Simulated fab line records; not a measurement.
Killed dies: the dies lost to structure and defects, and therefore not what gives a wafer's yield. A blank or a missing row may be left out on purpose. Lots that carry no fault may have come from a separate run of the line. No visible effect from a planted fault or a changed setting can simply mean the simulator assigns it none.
A lot that was struck, set against a sound lot    flow nand_harc    15 steps out of a route of 1302
Sound: these wafers, L595.2, L595.4, L595.6. Struck: wafers L596.2, L596.5, L596.6. At the end, the cause is stated.
Each step with rows lists, per side, the tool, then ch with its chambers, then its first start. Under that, the readings that differ: sound wafers    struck wafers    difference of the means    sigmas: that difference in standard deviations of wafers without a fault.
alike: readings with means less than 2 such deviations apart, plus words and numbers identical on both sides. not compared: withheld readings, readings lacking a value on some wafer, bounds such as >300 that could conceal the same value, and numbers that have no deviation in the record and whose values overlap.
The two part at a step that has a row with sigmas, a row that says differs or no value, or rows on one side only. When numbers do not overlap yet have no deviation, they are printed without sigmas and do not part them. A reading that every wafer of one side lacks parts them only if that side has two wafers or more.

first, 6 steps without rows for these wafers: NHARC_A_CHANNEL_HOLE_D1_COAT_04 (resist thk 90 nm); NHARC_A_CHANNEL_HOLE_D1_SOFTBAKE_05 (time 55 s); NHARC_A_CHANNEL_HOLE_D1_EBR_06; NHARC_A_CHANNEL_HOLE_D1_EXPOSE_07 (exposes mask HOLE D1, target cd 100 nm); NHARC_A_CHANNEL_HOLE_D1_PEB_08 (peb time 65 s); NHARC_A_CHANNEL_HOLE_D1_DEVELOP_09 (develop time 35 s).
NHARC_A_CHANNEL_HOLE_D1_CD_MEAS_10: the cd target is 100 nm.
  sound on cd_sem-01 ch 0, day 11 08:10; struck on cd_sem-03 ch 0, day 11 22:51
  alike: cd_nm
NHARC_A_CHANNEL_HOLE_D1_OVL_MEAS_11:
  sound: overlay-01 at day 11 08:15; struck: overlay-01 at day 11 22:56
reading            sound        struck          difference  sigmas
overlay_x_nm (nm)  1.1 1.5 1.8  -0.6 -1.0 -0.4  -2.1        -3
  alike: overlay_y_nm
NHARC_A_CHANNEL_HOLE_D1_INSPECT_12:
  sound: defect_inspect-02 at day 11 08:17; struck: defect_inspect-01 at day 11 22:59
  alike: raw_defect_count
NHARC_A_CHANNEL_HOLE_D1_DESCUM_15: chemistry O2, time 3 s.
  sound on rie_diel-06 ch 1,2,3, day 11 08:21; struck on rie_diel-07 ch 0,1,2, day 11 23:03
  alike: drypump_motor_current_A, oes_product_au, rf_vpp_V, showerhead_plenum_p_Torr, throttle_valve_pct
  not compared: rf_hours_counter_h
NHARC_A_CHANNEL_HOLE_D1_ETCH_38: etches the open film in CF4, target depth 39 nm, time 65 s.
  sound on rie_diel-06 ch 1,2, day 11 08:28; struck on rie_diel-07 ch 0,2,3, day 11 23:08
  alike: bias_w, cf4_flow_sccm, drypump_motor_current_A, oes_product_au, rf_fwd_power_W, rf_vpp_V, showerhead_plenum_p_Torr, throttle_valve_pct
  not compared: rf_hours_counter_h
NHARC_A_CHANNEL_HOLE_D1_ETCH_39: etches the open film in N2/H2, target depth 260 nm, time 325 s.
  sound on rie_diel-06 ch 1,3; struck on rie_diel-07 ch 1,2
  alike: bias_w, chamber_pressure_mTorr, drypump_motor_current_A, oes_product_au, rf_fwd_power_W, rf_vpp_V, showerhead_plenum_p_Torr, throttle_valve_pct
  not compared: rf_hours_counter_h
NHARC_A_CHANNEL_HOLE_D1_ETCH_34: etches the open film in CF4/CHF3, target depth 154 nm, time 77 s.
  sound on rie_diel-06 ch 1,2, day 11 08:55; struck on rie_diel-07 ch 2,3, day 11 23:28
  no value came back on the struck wafers for any of 8 readings (bias_w (W), cf4_flow_sccm (sccm) and others); on the sound wafers bias_w (W) reads 199.8 200.4 198.6
  not compared: rf_hours_counter_h
NHARC_A_CHANNEL_HOLE_D1_ETCH_16: etches the open film in O2/COS, target depth 3100 nm, time 806 s.
  sound on rie_diel-06 ch 1,2; struck on rie_diel-07 ch 0,1,2
  alike: bias_w, chamber_pressure_mTorr, drypump_motor_current_A, oes_product_au, rf_fwd_power_W, rf_vpp_V, showerhead_plenum_p_Torr, throttle_valve_pct
  not compared: rf_hours_counter_h
-- record jumps: 16 days between struck wafers' starts before vs after; left off in module A_CHANNEL_HOLE_D1, resumes in module END, first step shown is number 1302 of the route --
NHARC_END_SORT_01:
  here the record holds rows for the struck wafers (prober-02 ch 0, day 27 21:31) but none for the sound ones

## WHERE THEY PART
Earliest at NHARC_A_CHANNEL_HOLE_D1_OVL_MEAS_11; latest, in this record, at NHARC_END_SORT_01.

WHY: what the simulator had put in
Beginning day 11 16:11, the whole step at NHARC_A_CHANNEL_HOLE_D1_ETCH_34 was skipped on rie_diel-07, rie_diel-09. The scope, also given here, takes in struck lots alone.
